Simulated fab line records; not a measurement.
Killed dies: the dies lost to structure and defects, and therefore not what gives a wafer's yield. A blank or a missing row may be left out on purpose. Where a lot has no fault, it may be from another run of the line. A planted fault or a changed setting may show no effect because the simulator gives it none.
fab line records | flow n5_finfet
record: lots: 8 | wafers: 24 | last_day: 17
route steps=1938 shown MOL_CONTACT_COAG@530 BEOL_M4@1111 PASSIVATION@1936
lots with no fault: from the same line, run without faults
start_h: hours from the record's first day to the start of the lot's first wafer shown | wait_h: time in hours since the lot's previous step | " identical to the entry in the row above | L1.1+2: a single row standing in for several wafers | - no value present, or no start provided | * or withheld: withheld | < > ~ a bound
route shown NAME@n: names a module that has steps shown in the file, with the first one's number in the route | usual: mean/standard deviation taken from wafers without a fault | same: alike in all rows | chamber/n: place in a boat | sites: each site's reading | _std_site: the standard deviation of these | _edge_site: the outer-site mean with the inner-site mean subtracted | radius_mm: for every site, how far away it sits from the centre of the wafer | mask NAME#n: copy n | behind: the last tool/chamber to shape the wafer | hold: why the lot went on hold/how many hours it stayed there/how the hold came to an end | device: which transistor (n, p or np) failed to switch | end of line: the route-end tests of the same wafers | for a step that has no rows: nothing shown but its recipe | killed: the dies lost at the first sort to structure and to defects; this is not the yield of the wafer | map: dies across one wafer; x = killed, . = not, _ = none there
set.NAME: the setting the step ran with; set.NAME@STEP: the setting that earlier step ran with | model.NAME: the simulator's own value behind a step, which no gauge read
a sample of lots followed through the steps of the route, with each step as a table and each wafer as a row
services: from which hour (start_h, from the record's first day; less than 0 if before it) a tool's chamber was out of use, for how many hours, and why
== steps ==
step: N5_MOL_CONTACT_COAG_ETCH_59
recipe: chemistry: N2/H2 | target: underlayer | target_depth_a: 130 | mask_material: CAR-EUV | time_s: 10.4 | ion_energy_ev: 200 | pressure_mtorr: 30 | source_w: 840 | bias_w: 150 | n2_flow_sccm: 200 | h2_flow_sccm: 200 | ends: cleared
usual: drypump_motor_current_A: 5.8/0.45 | etch_rf_on_time_s: 10.30/0.22 | oes_product_au: 0.63/0.061 | rf_fwd_power_W: 818.8/2.6 | rf_vpp_V: 524.3/2.3 | showerhead_plenum_p_Torr: 2.55/0.08 | throttle_valve_pct: 17.87/0.23
lot.wafer | tool        | chamber | start_h | wait_h | drypump_motor_current_A | etch_rf_on_time_s | oes_product_au | rf_fwd_power_W | rf_hours_counter_h | rf_vpp_V | showerhead_plenum_p_Torr | throttle_valve_pct
L383.2    | rie_diel-02 | 0       | 137.73  | 0.0    | 6.3                     | 10.28             | 0.65           | 819.1          | 133                | 519.2    | 2.35                     | 17.92
L383.3    | "           | 2       | "       | "      | 5.8                     | 10.52             | 0.59           | 816.4          | 234                | 522.7    | 2.49                     | 18.08
L383.5    | "           | 0       | "       | "      | 6.3                     | 10.24             | 0.65           | 818.8          | -                  | 517.9    | 2.35                     | 17.92
L385.1    | rie_diel-05 | 0       | 155.05  | 0.0    | 5.8                     | 10.33             | 0.61           | 817.6          | 213                | 526.0    | 2.61                     | 17.74
L385.2    | "           | 3       | "       | "      | 6.5                     | 10.15             | 0.61           | 820.1          | 196                | 525.8    | 2.64                     | 18.24
L385.4    | "           | 2       | "       | "      | 5.5                     | 10.36             | 0.81           | 820.5          | 10                 | 521.9    | 2.49                     | 17.41
L386.2    | rie_diel-02 | 3       | 157.44  | 0.0    | 6.0                     | 10.27             | 0.73           | 811.1          | 39                 | 521.7    | 2.47                     | 17.76
L386.3    | "           | 2       | "       | "      | 5.8                     | 10.46             | 0.59           | 821.3          | 239                | 522.0    | 2.49                     | 18.10
L386.5    | "           | 1       | "       | "      | 5.4                     | 10.72             | 0.62           | 821.0          | -                  | 526.3    | 2.65                     | 17.82
L387.1    | rie_diel-02 | 0       | 168.08  | 0.0    | 6.4                     | 10.27             | 0.65           | 821.5          | 142                | 517.7    | 2.34                     | 17.94
L387.4    | "           | 1       | "       | "      | 5.3                     | 10.74             | 0.62           | 819.8          | 179                | 527.2    | 2.65                     | 17.83
L387.6    | "           | 2       | "       | "      | 5.8                     | 10.63             | 0.59           | 822.4          | -                  | 523.4    | 2.49                     | 18.10
L394.1    | rie_diel-02 | 1       | 204.91  | 0.0    | 5.4                     | 10.73             | 0.60           | 822.1          | 194                | 525.4    | 2.65                     | 17.86
L394.4    | "           | 0       | "       | "      | 6.4                     | 10.18             | 0.64           | 817.9          | -                  | 518.4    | 2.34                     | 17.96
L394.5    | "           | 3       | "       | "      | 5.9                     | 10.34             | 0.71           | 816.6          | -                  | 524.0    | 2.46                     | 17.79
L395.1    | rie_diel-05 | 3       | 213.56  | 0.0    | 6.5                     | 10.10             | 0.60           | 818.0          | 215                | 526.5    | 2.63                     | 18.30
L395.5    | "           | 3       | "       | "      | 6.5                     | 10.13             | 0.61           | 819.0          | -                  | 524.5    | 2.63                     | 18.30
L395.6    | "           | 2       | "       | "      | 5.5                     | 10.33             | 0.76           | 818.4          | -                  | 523.7    | 2.48                     | 17.44
L396.1    | rie_diel-05 | 0       | 218.10  | 0.0    | 5.8                     | 10.12             | 0.61           | 820.8          | 235                | 526.8    | 2.60                     | 17.78
L396.2    | "           | 3       | "       | "      | 6.5                     | 10.05             | 0.60           | 817.4          | 217                | 525.7    | 2.63                     | 18.28
L396.4    | "           | 2       | "       | "      | 5.5                     | 10.28             | 0.77           | 818.4          | 30                 | 523.1    | 2.48                     | 17.45
L397.2    | rie_diel-05 | 0       | 227.44  | 0.0    | 5.8                     | 10.33             | 0.59           | 820.8          | 238                | 524.6    | 2.60                     | 17.79
L397.3    | "           | 3       | "       | "      | 6.5                     | 9.98              | 0.61           | 819.2          | 220                | 527.0    | 2.63                     | 18.30
L397.5    | "           | 3       | "       | "      | 6.5                     | 10.13             | 0.60           | 821.7          | -                  | 524.5    | 2.63                     | 18.29
step: N5_MOL_CONTACT_COAG_CONTACT_ETCH_14
recipe: chemistry: C4F6/O2 | target: SiO2 | target_depth_a: 275 | overetch_a: 85 | mask_material: SOC | pressure_mtorr: 30 | source_w: 370 | bias_w: 185 | Ar_flow_sccm: 300 | C4F6_flow_sccm: 16 | O2_flow_sccm: 10 | time_s: 20 | ion_energy_ev: 259.6
usual: drypump_motor_current_A: 5.8/0.45 | oes_f_703_au: 0.74/0.057 | oes_o_777_au: 0.74/0.058 | oes_product_au: 0.63/0.06 | rf_fwd_power_W: 364.0/2.3 | rf_vpp_V: 693.1/2.8 | showerhead_plenum_p_Torr: 2.90/0.086 | throttle_valve_pct: 21.30/0.2
lot.wafer | tool        | chamber | start_h | wait_h | drypump_motor_current_A | oes_f_703_au | oes_o_777_au | oes_product_au | rf_fwd_power_W | rf_hours_counter_h | rf_vpp_V | showerhead_plenum_p_Torr | throttle_valve_pct
L383.2    | rie_diel-02 | 0       | 137.88  | 0.0    | 6.3                     | 0.77         | 0.76         | 0.65           | 367.9          | 133                | 686.0    | 2.67                     | 21.36
L383.3    | "           | 2       | "       | "      | 5.8                     | 0.68         | 0.68         | 0.60           | 361.6          | 234                | 691.2    | 2.84                     | 21.49
L383.5    | "           | 0       | "       | "      | 6.3                     | 0.77         | 0.77         | 0.65           | 366.1          | -                  | 686.5    | 2.67                     | 21.39
L385.1    | rie_diel-05 | 0       | 155.20  | 0.0    | 5.8                     | 0.73         | 0.73         | 0.61           | 366.5          | 213                | 696.3    | 2.96                     | 21.13
L385.2    | "           | 3       | "       | "      | 6.5                     | 0.72         | 0.71         | 0.61           | 365.5          | 196                | 695.6    | 2.98                     | 21.57
L385.4    | "           | 2       | "       | "      | 5.5                     | 0.89         | 0.90         | 0.80           | 360.5          | 10                 | 692.3    | 2.83                     | 20.96
L386.2    | rie_diel-02 | 3       | 157.59  | 0.0    | 6.0                     | 0.86         | 0.85         | 0.73           | 364.8          | 39                 | 689.9    | 2.80                     | 21.25
L386.3    | "           | 2       | "       | "      | 5.8                     | 0.67         | 0.68         | 0.60           | 361.6          | 239                | 690.5    | 2.83                     | 21.50
L386.5    | "           | 1       | "       | "      | 5.4                     | 0.71         | 0.71         | 0.63           | 362.1          | -                  | 695.9    | 3.01                     | 21.24
L387.1    | rie_diel-02 | 0       | 168.23  | 0.0    | 6.4                     | 0.52         | 0.57         | 0.64           | 276.9          | 142                | 742.9    | 2.66                     | 21.41
L387.4    | "           | 1       | "       | "      | 5.4                     | 0.70         | 0.71         | 0.63           | 362.8          | 179                | 697.4    | 3.01                     | 21.25
L387.6    | "           | 2       | "       | "      | 5.8                     | 0.67         | 0.68         | 0.59           | 359.0          | -                  | 691.8    | 2.83                     | 21.49
L394.1    | rie_diel-02 | 1       | 205.06  | 0.0    | 5.4                     | 0.70         | 0.70         | 0.62           | 359.8          | 194                | 696.7    | 3.00                     | 21.27
L394.4    | "           | 0       | "       | "      | 6.4                     | 0.52         | 0.57         | 0.63           | 277.1          | -                  | 741.1    | 2.66                     | 21.40
L394.5    | "           | 3       | "       | "      | 6.0                     | 0.83         | 0.82         | 0.71           | 363.9          | -                  | 690.6    | 2.79                     | 21.28
L395.1    | rie_diel-05 | 3       | 213.71  | 0.0    | 6.5                     | 0.71         | 0.70         | 0.60           | 367.3          | 215                | 696.6    | 2.97                     | 21.60
L395.5    | "           | 3       | "       | "      | 6.5                     | 0.70         | 0.70         | 0.59           | 367.0          | -                  | 695.5    | 2.97                     | 21.62
L395.6    | "           | 2       | "       | "      | 5.5                     | 0.84         | 0.85         | 0.76           | 361.4          | -                  | 691.6    | 2.82                     | 20.99
L396.1    | rie_diel-05 | 0       | 218.25  | 0.0    | 5.8                     | 0.72         | 0.72         | 0.59           | 367.3          | 235                | 694.9    | 2.95                     | 21.17
L396.2    | "           | 3       | "       | "      | 6.5                     | 0.71         | 0.70         | 0.59           | 365.5          | 217                | 694.9    | 2.97                     | 21.59
L396.4    | "           | 2       | "       | "      | 5.5                     | 0.83         | 0.84         | 0.76           | 360.9          | 30                 | 691.7    | 2.82                     | 20.98
L397.2    | rie_diel-05 | 0       | 227.59  | 0.0    | 5.8                     | 0.71         | 0.72         | 0.59           | 367.5          | 238                | 694.9    | 2.95                     | 21.17
L397.3    | "           | 3       | "       | "      | 6.5                     | 0.71         | 0.70         | 0.59           | 366.6          | 220                | 695.0    | 2.97                     | 21.61
L397.5    | "           | 3       | "       | "      | 6.5                     | 0.71         | 0.69         | 0.59           | 366.6          | -                  | 694.3    | 2.97                     | 21.60
step: N5_MOL_CONTACT_COAG_TI_SIL_19
recipe: material: Ti | target_thk_a: 42 | temp_c: 200 | chamber_pressure_pa: 5 | power_w: 5000 | time_s: 15
usual: throttle_valve_pct: 29.9/1.2
lot.wafer | tool           | chamber | start_h | wait_h | throttle_valve_pct
L383.2    | pvd_sputter-03 | -       | 138.57  | 0.2    | 29.3
L383.3    | "              | -       | "       | "      | 30.9
L383.5    | "              | -       | "       | "      | 29.1
L385.1    | pvd_sputter-03 | -       | 156.84  | 0.2    | 30.8
L385.2    | "              | -       | "       | "      | 31.0
L385.4    | "              | -       | "       | "      | 28.1
L386.2    | pvd_sputter-03 | -       | 159.96  | 0.2    | 30.8
L386.3    | "              | -       | "       | "      | 29.3
L386.5    | "              | -       | "       | "      | 28.7
L387.1    | pvd_sputter-03 | -       | 169.36  | 0.5    | 30.9
L387.4    | "              | -       | "       | "      | 28.0
L387.6    | "              | -       | "       | "      | 31.3
L394.1    | pvd_sputter-02 | -       | 207.20  | 0.2    | 29.7
L394.4    | "              | -       | "       | "      | 31.2
L394.5    | "              | -       | "       | "      | 28.5
L395.1    | pvd_sputter-02 | -       | 218.58  | 0.3    | 31.2
L395.5    | "              | -       | "       | "      | 31.2
L395.6    | "              | -       | "       | "      | 31.3
L396.1    | pvd_sputter-02 | -       | 225.15  | 0.4    | 28.3
L396.2    | "              | -       | "       | "      | 30.8
L396.4    | "              | -       | "       | "      | 29.6
L397.2    | pvd_sputter-01 | -       | 228.27  | 0.1    | 28.2
L397.3    | "              | -       | "       | "      | 30.2
L397.5    | "              | -       | "       | "      | 29.9
step: N5_MOL_CONTACT_COAG_SIL_ANNEAL_21
recipe: temp_c: 550 | time_s: 60 | ambient: N2
usual: lamp_power_pct: 6.36/0.048 | lamp_zone_6_pct: 6.30/0.047 | wafer_temp_C_max: 551.5/0.41
lot.wafer | tool          | chamber | start_h | wait_h | lamp_power_pct | lamp_zone_6_pct | wafer_temp_C_max
L383.2    | rtp_anneal-01 | 0       | 139.23  | 0.4    | 6.34           | 6.30            | 552.7
L383.3    | "             | 0       | "       | "      | 6.35           | 6.28            | 552.3
L383.5    | "             | 0       | "       | "      | 6.34           | 6.29            | 552.0
L385.1    | rtp_anneal-01 | 0       | 157.34  | 0.2    | 6.34           | 6.29            | 551.5
L385.2    | "             | 0       | "       | "      | 6.34           | 6.29            | 551.6
L385.4    | "             | 0       | "       | "      | 6.33           | 6.29            | 551.4
L386.2    | rtp_anneal-02 | 0       | 160.49  | 0.2    | 6.49           | 6.43            | 552.5
L386.3    | "             | 0       | "       | "      | 6.49           | 6.44            | 552.2
L386.5    | "             | 0       | "       | "      | 6.49           | 6.43            | 551.8
L387.1    | rtp_anneal-01 | 0       | 170.00  | 0.4    | 6.35           | 6.29            | 551.0
L387.4    | "             | 0       | "       | "      | 6.34           | 6.28            | 551.4
L387.6    | "             | 0       | "       | "      | 6.34           | 6.28            | 551.3
L394.1    | rtp_anneal-01 | 0       | 207.73  | 0.2    | 6.33           | 6.28            | 551.4
L394.4    | "             | 0       | "       | "      | 6.35           | 6.28            | 551.9
L394.5    | "             | 0       | "       | "      | 6.34           | 6.29            | 551.8
L395.1    | rtp_anneal-01 | 0       | 219.16  | 0.3    | 6.33           | 6.29            | 551.3
L395.5    | "             | 0       | "       | "      | 6.34           | 6.29            | 551.3
L395.6    | "             | 0       | "       | "      | 6.34           | 6.29            | 551.4
L396.1    | rtp_anneal-01 | 0       | 225.82  | 0.4    | 6.34           | 6.29            | 552.0
L396.2    | "             | 0       | "       | "      | 6.34           | 6.28            | 551.2
L396.4    | "             | 0       | "       | "      | 6.35           | 6.29            | 551.4
L397.2    | rtp_anneal-01 | 0       | 229.87  | 1.1    | 6.34           | 6.28            | 551.3
L397.3    | "             | 0       | "       | "      | 6.35           | 6.28            | 551.4
L397.5    | "             | 0       | "       | "      | 6.35           | 6.29            | 551.4
step: N5_BEOL_M4_RC_MEAS_101
usual: DIBL_N: 35.9/1.8 | DIBL_P: 36.2/2 | IOFF_N: 0.16/0.031 | IOFF_P: 0.22/0.041 | ION_N: 676/11 | ION_P: 465/8.5 | RC_DENSE_N: 19.1/0.41 | RC_DENSE_P: 23.8/0.54 | RC_N: 15.5/0.33 | RC_P: 19.4/0.43 | REXT_N: 75.2/1.8 | REXT_P: 100.7/1.8 | SS_N: 71.4/0.64 | SS_P: 73.2/0.7 | VT_N: 250/3.5 | VT_P: -250/3.9
lot.wafer | tool      | chamber | start_h | wait_h | DIBL_N[mV/V] | DIBL_P[mV/V] | IOFF_N[nA/um] | IOFF_P[nA/um] | ION_N[uA/um] | ION_P[uA/um] | RC_DENSE_N[ohm.um] | RC_DENSE_P[ohm.um] | RC_N[ohm.um] | RC_P[ohm.um] | REXT_N[ohm.um] | REXT_P[ohm.um] | SS_N[mV/dec] | SS_P[mV/dec] | VT_N[mV] | VT_P[mV]
L383.2    | prober-01 | 0       | 231.62  | 0.2    | 34.9         | 37.0         | 0.15          | 0.21          | 687          | 466          | 18.4               | 22.9               | 15.2         | 18.9         | 78.4           | 100.8          | 71.2         | 73.0         | 249      | -249
L383.3    | "         | 0       | "       | "      | 35.7         | 37.8         | 0.17          | 0.23          | 681          | 467          | 18.8               | 23.3               | 15.2         | 18.7         | 77.5           | 99.8           | 72.0         | 73.2         | 251      | -249
L383.5    | "         | 0       | "       | "      | 34.9         | 37.7         | 0.15          | 0.23          | 675          | 468          | 18.8               | 23.4               | 15.3         | 19.2         | 77.5           | 99.0           | 71.4         | 73.7         | 249      | -249
L385.1    | prober-01 | 0       | 238.30  | 0.0    | 36.8         | 36.0         | 0.13          | 0.19          | 653          | 450          | 19.1               | 23.9               | 15.5         | 19.5         | 74.2           | 99.0           | 72.2         | 72.7         | 256      | -252
L385.2    | "         | 0       | "       | "      | 37.4         | 37.1         | 0.16          | 0.21          | 679          | 465          | 18.9               | 23.7               | 15.5         | 19.2         | 74.6           | 98.7           | 71.1         | 73.3         | 248      | -253
L385.4    | "         | 0       | "       | "      | 38.1         | 37.7         | 0.18          | 0.24          | 680          | 473          | 19.1               | 24.0               | 15.7         | 19.6         | 74.3           | 99.0           | 72.2         | 73.7         | 249      | -250
L386.2    | prober-01 | 0       | 242.24  | 0.2    | 36.9         | 35.8         | 0.16          | 0.21          | 675          | 461          | 19.4               | 24.1               | 15.6         | 19.6         | 72.6           | 101.8          | 72.6         | 73.1         | 249      | -250
L386.3    | "         | 0       | "       | "      | 35.8         | 34.5         | 0.14          | 0.19          | 665          | 453          | 19.3               | 24.2               | 15.7         | 19.8         | 73.6           | 101.5          | 71.9         | 73.6         | 251      | -252
L386.5    | "         | 0       | "       | "      | 37.7         | 36.8         | 0.17          | 0.23          | 680          | 463          | 19.3               | 24.2               | 15.8         | 19.8         | 73.4           | 100.9          | 71.8         | 73.5         | 249      | -247
L387.1    | prober-02 | 0       | 243.81  | 0.0    | 35.2         | 36.3         | 0.16          | 0.22          | 674          | 463          | 29.7               | 36.6               | 24.1         | 29.9         | 83.6           | 111.8          | 71.2         | 74.0         | 249      | -249
L387.4    | "         | 0       | "       | "      | 35.5         | 36.5         | 0.17          | 0.22          | 673          | 463          | 19.8               | 24.6               | 16.1         | 20.2         | 75.8           | 103.5          | 71.4         | 74.3         | 247      | -249
L387.6    | "         | 0       | "       | "      | 32.4         | 32.3         | 0.11          | 0.17          | 650          | 456          | 19.3               | 24.0               | 15.7         | 19.5         | 75.3           | 100.7          | 71.5         | 72.7         | 256      | -249
L394.1    | prober-01 | 0       | 290.67  | 0.0    | 38.3         | 40.2         | 0.22          | 0.28          | 679          | 470          | 18.7               | 23.1               | 15.2         | 18.9         | 73.7           | 97.8           | 72.5         | 74.3         | 247      | -245
L394.4    | "         | 0       | "       | "      | 38.3         | 39.0         | 0.20          | 0.26          | 668          | 466          | 30.0               | 37.3               | 24.5         | 30.7         | 83.7           | 109.6          | 72.2         | 73.0         | 246      | -246
L394.5    | "         | 0       | "       | "      | 37.5         | 37.9         | 0.18          | 0.24          | 678          | 464          | 18.1               | 22.7               | 14.7         | 18.6         | 73.6           | 98.2           | 72.2         | 73.7         | 248      | -247
L395.1    | prober-01 | 0       | 292.51  | 0.0    | 36.6         | 37.1         | 0.16          | 0.25          | 684          | 476          | 18.9               | 24.0               | 15.4         | 19.4         | 75.4           | 101.7          | 71.8         | 72.6         | 248      | -247
L395.5    | "         | 0       | "       | "      | 37.2         | 37.5         | 0.16          | 0.26          | 673          | 470          | 19.4               | 24.3               | 15.7         | 19.6         | 76.2           | 101.4          | 71.3         | 73.7         | 251      | -247
L395.6    | "         | 0       | "       | "      | 38.2         | 39.3         | 0.21          | 0.30          | 702          | 484          | 19.3               | 24.2               | 15.6         | 19.9         | 76.3           | 100.7          | 71.5         | 73.6         | 244      | -246
L396.1    | prober-01 | 0       | 303.26  | 0.0    | 36.2         | 34.7         | 0.17          | 0.22          | 680          | 459          | 19.1               | 23.4               | 15.5         | 19.1         | 74.4           | 99.8           | 71.8         | 73.0         | 247      | -251
L396.2    | "         | 0       | "       | "      | 34.7         | 33.7         | 0.14          | 0.20          | 669          | 466          | 19.5               | 24.0               | 16.0         | 19.7         | 75.6           | 100.0          | 71.2         | 72.9         | 249      | -251
L396.4    | "         | 0       | "       | "      | 34.8         | 33.1         | 0.15          | 0.19          | 662          | 458          | 19.0               | 23.6               | 15.4         | 19.1         | 75.0           | 99.8           | 71.2         | 71.8         | 250      | -250
L397.2    | prober-02 | 0       | 308.80  | 0.2    | 35.1         | 35.2         | 0.14          | 0.21          | 684          | 470          | 18.6               | 23.6               | 15.0         | 19.1         | 72.0           | 103.0          | 71.1         | 72.6         | 247      | -248
L397.3    | "         | 0       | "       | "      | 37.9         | 37.1         | 0.18          | 0.24          | 691          | 473          | 18.2               | 23.0               | 14.8         | 18.6         | 70.7           | 102.1          | 71.3         | 74.2         | 248      | -248
L397.5    | "         | 0       | "       | "      | 37.0         | 36.8         | 0.16          | 0.24          | 678          | 470          | 18.3               | 23.3               | 14.9         | 18.8         | 71.8           | 102.6          | 71.6         | 73.5         | 248      | -248
step: N5_PASSIVATION_PROBE_49
usual: defect_limited_yield: 91.3/1.3 | killed_at_M0_to_M3: 35/9.3 | killed_at_M4_up: 14/5.2 | killed_at_contacts: 12/5.9 | killed_at_front_end: 38/11 | killed_at_other: 4/3.7 | killed_dies: 103/15 | killed_open: 67/12 | killed_short: 34/8 | sort_bin_5_function: 5.1/0.88 | sort_bin_6_memory: 3.3/0.65 | sort_n_pass: 1077/15 | sort_yield_pct: 91.3/1.3
same: gross_dies: 1180 | killed_at_back_side: 0 | sort_bin_4_leakage[%]: 0 | sort_bin_8_speed[%]: 0
lot.wafer | tool      | chamber | start_h | wait_h | defect_limited_yield[%] | killed_at_M0_to_M3 | killed_at_M4_up | killed_at_contacts | killed_at_front_end | killed_at_other | killed_dies | killed_open | killed_short | sort_bin_5_function[%] | sort_bin_6_memory[%] | sort_n_pass | sort_yield_pct[%]
L394.4    | prober-02 | -       | 399.78  | 0.7    | 90.3                    | 36                 | 16              | 11                 | 49                  | 3               | 115         | 62          | 48           | 6.1                    | 3.2                  | 1065        | 90.3
killed by level:class
L394.4 BEOL_M4:geometric_particle:open=13 BEOL_M0_SAQP:geometric_particle:short=12 FIN_SAQP:geometric_particle:short=10 GATE_CUT:geometric_particle:short=10 BEOL_M2:geometric_particle:open=9 GATE_CUT:geometric_particle:open=7 MOL_CONTACT_COAG:geometric_particle:open=6 BEOL_M0_SAQP:geometric_particle:open=6
== services ==
tool           | chamber | start_h | hours | kind
pvd_sputter-01 | -       | 115.56  | 3.2   | repair
rie_diel-05    | 1       | 141.45  | 1.7   | repair
rtp_anneal-02  | -       | 172.88  | 68.0  | pm
rie_diel-02    | 2       | 188.84  | -     | clean
rie_diel-02    | 2       | 188.84  | -     | consumable_replace:focus_ring
rie_diel-02    | 2       | 188.84  | 16.3  | scheduled_down
rie_diel-02    | 2       | 188.84  | 16.3  | vent_cycle
== key ==
first_sign: step: N5_MOL_CONTACT_COAG_CONTACT_ETCH_14 | reading: rf_fwd_power_W | direction: down | sigmas: 38 | usual: * | struck: *
effect: step: N5_MOL_CONTACT_COAG_CONTACT_ETCH_14 | reading: rf_vpp_V | direction: up | sigmas: 18 | usual: 693.1 | struck: 742.0
effect: step: N5_BEOL_M4_RC_MEAS_101 | reading: RC_DENSE_N | direction: up | sigmas: 27 | usual: 19.1 | struck: 29.8
effect: step: N5_BEOL_M4_RC_MEAS_101 | reading: RC_N | direction: up | sigmas: 26 | usual: 15.5 | struck: 24.3
effect: step: N5_BEOL_M4_RC_MEAS_101 | reading: RC_P | direction: up | sigmas: 25 | usual: 19.4 | struck: 30.3
effect: step: N5_BEOL_M4_RC_MEAS_101 | reading: RC_DENSE_P | direction: up | sigmas: 24 | usual: 23.8 | struck: 36.9
effect: step: N5_BEOL_M4_RC_MEAS_101 | reading: REXT_P | direction: up | sigmas: 5.6 | usual: 100.7 | struck: 110.7
effect: step: N5_BEOL_M4_RC_MEAS_101 | reading: REXT_N | direction: up | sigmas: 4.7 | usual: 75.2 | struck: 83.7
met_at N5_MOL_CONTACT_COAG_CONTACT_ETCH_14
struck_lots L387,L394
struck_wafers L387.1,L394.4
not_acting_at N5_MOL_CONTACT_COAG_ETCH_59,N5_MOL_CONTACT_COAG_TI_SIL_19,N5_MOL_CONTACT_COAG_SIL_ANNEAL_21
onset_between 137.88 168.23
fault: kind: process_parameter_drift | tool: rie_diel-02 | chamber: 0 | onset_h: 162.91 | steps: N5_MOL_CONTACT_COAG_CONTACT_ETCH_14 | channel: source_w | offset: -88.8 | shape: step | end_h: 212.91 | acts_in: these_recipes_only | stated: 370
